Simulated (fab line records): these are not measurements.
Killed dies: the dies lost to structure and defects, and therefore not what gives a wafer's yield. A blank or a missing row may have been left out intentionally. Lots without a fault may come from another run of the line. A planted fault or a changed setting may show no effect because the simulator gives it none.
Which of the tools did it? ; flow n5Finfet ; Sampling: 11 lots, 31 wafers, 5 of 1938 route steps

WHAT THE GAUGES SHOWED, per wafer
N5_BEOL_M4_RC_MEAS_101.
lot;measured;on;DIBL_N (mV/V)
L106;day 8 15:49;prober-02;38.6 36.6 37.1
L107;day 10 11:47;prober-02;36.0 37.7 38.3
L110;day 11 01:40;prober-02;36.6 37.0 36.9
L112;day 11 17:19;prober-01;35.5 35.6 34.5
L115;day 12 01:18;prober-02;37.9 38.1 38.1
L117;day 12 23:46;prober-02;35.7 36.8
L120;day 13 02:58;prober-02;35.6 35.8
L121;day 14 00:28;prober-02;36.4 35.2 35.3
L125;day 14 12:09;prober-02;38.8 36.4 38.4
L128;day 15 21:52;prober-02;36.5 34.9 34.3
L129;day 16 07:52;prober-02;38.1 37.7 39.2

TOOL THAT RAN EACH LOT (tool first, then ch and the chambers of the sampled wafers, then the start)
lot;N5_BEOL_M1_SURFACE_TREAT_85;N5_BEOL_M1_CVD_47;N5_BEOL_M1_ANNEAL_49;N5_BEOL_M1_SPUTTER_88
L106;pvdSputter-01, day 6 08:17;cvdCo-02 ch 0,1,2, day 6 08:35;pvdSputter-02, day 6 10:33;pvdSputter-02, day 6 11:21
L107;pvdSputter-02, day 6 20:20;cvdCo-01 ch 0,1, day 6 20:23;pvdSputter-02, day 6 20:45;pvdSputter-02, day 6 21:33
L110;pvdSputter-01, day 7 05:49;cvdCo-01 ch 1,2, day 7 05:57;pvdSputter-03, day 7 06:20;pvdSputter-03, day 7 07:08
L112;pvdSputter-02, day 8 15:18;cvdCo-02 ch 0,1,2, day 8 15:35;pvdSputter-03, day 8 17:24;pvdSputter-03, day 8 18:12
L115;pvdSputter-02, day 10 09:43;cvdCo-02 ch 0,1, day 10 10:05;pvdSputter-02, day 10 11:55;pvdSputter-02, day 10 12:43
L117;pvdSputter-03, day 10 23:39;cvdCo-01 ch 1,2, day 10 23:45;pvdSputter-03, day 11 00:05;pvdSputter-03, day 11 00:53
L120;pvdSputter-03, day 11 05:21;cvdCo-01 ch 0,1, day 11 05:25;pvdSputter-02, day 11 05:41;pvdSputter-02, day 11 06:29
L121;pvdSputter-02, day 12 12:34;cvdCo-02 ch 1,2, day 12 12:40;pvdSputter-03, day 12 12:55;pvdSputter-03, day 12 13:43
L125;pvdSputter-02, day 12 19:53;cvdCo-02 ch 1,2, day 12 20:01;pvdSputter-03, day 12 20:16;pvdSputter-03, day 12 21:04
L128;pvdSputter-01, day 13 23:27;cvdCo-02 ch 0,1,2, day 13 23:31;pvdSputter-01, day 13 23:45;pvdSputter-01, day 14 00:33
L129;pvdSputter-02, day 14 01:32;cvdCo-02 ch 0,1,2, day 14 01:40;pvdSputter-01, day 14 01:55;pvdSputter-01, day 14 02:43
- N5_BEOL_M1_SURFACE_TREAT_85
- N5_BEOL_M1_CVD_47: deposits Co from CCTBA/H2, target thk 3 nm, time 223.8 s.
- N5_BEOL_M1_ANNEAL_49: time 240 s.
- N5_BEOL_M1_SPUTTER_88: material Cu, target thk 4.5 nm, time 8.29 s.

THE ANSWER, worked out from the rows above alone
Rule: usual is defined by the lots themselves. The widest of any qualifying gaps counts: lots, ordered by their means at a reading, are off when they make up no more than a third of the lots, leave a main group of 4 or more, and stand apart from it by 3 or more times the standard deviation of that group's means. A main group whose means are all the same, to the digits that the tables above print for the reading, isn't used. Also off: a lot with no number at a reading for which 4 or more lots have one. Any other lot the step has rows for is counted as sound.
Across all readings shown, no lot is off: no conclusion can be drawn from this.

WHAT THE SIMULATOR HAD INSERTED
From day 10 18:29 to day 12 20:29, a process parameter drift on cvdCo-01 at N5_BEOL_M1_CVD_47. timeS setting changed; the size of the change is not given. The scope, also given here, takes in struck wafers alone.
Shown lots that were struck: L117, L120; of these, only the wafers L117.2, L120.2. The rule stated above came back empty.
